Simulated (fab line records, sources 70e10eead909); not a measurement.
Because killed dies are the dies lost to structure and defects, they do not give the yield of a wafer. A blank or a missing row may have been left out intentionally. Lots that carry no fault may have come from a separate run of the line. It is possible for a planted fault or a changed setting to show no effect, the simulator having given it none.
Matching of chambers ; flow nandHarc ; pecvd-04 running NHARC_A_M1_PRE_CLEAN_32: 3 sister chambers
The step time 12 s. 6 wafers are shown with their chamber, then 8 later ones without.

WAFERS PAIRED WITH THEIR CHAMBERS
wafer;chamber;heaterPowerW (W)
L082.1;2;559
L082.4;1;515
L087.4;0;645
L087.5;1;558
L087.6;2;535
L088.1;0;694

WAFERS WITHOUT THEIR CHAMBER
wafer;heaterPowerW (W)
L088.3;536
L088.4;692
L091.1;628
L091.2;566
L091.5;548
L094.1;678
L094.4;464
L094.6;678

CHAMBER TAKEN BY EACH
wafer;from the rows above;in truth
L088.3;can't be placed: 1 or 2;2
L088.4;0;0
L091.1;can't be placed: 0 or 2 or 1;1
L091.2;can't be placed: 2 or 1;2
L091.5;can't be placed: 2 or 1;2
L094.1;0;0
L094.4;can't be placed: 1 or 2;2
L094.6;0;0
Placed correctly: 3 of 8. Cannot be placed on the basis of these rows: 5; the candidates contain the true chamber in 5. 0 placed wrongly.
How it was worked out, from the rows above alone: a wafer's distance from a chamber is the root of the sum, over the readings, of the square of ((its reading less the chamber's mean) divided by the reading's scatter). The wafer belongs to the nearest chamber; if the next one is less than 2 further off, it can't be placed. A chamber's mean is the mean of its shown wafers. The scatter: the root of (the sum of the squares of (reading less its chamber's mean) over the shown wafers, divided by (wafers less chambers)).
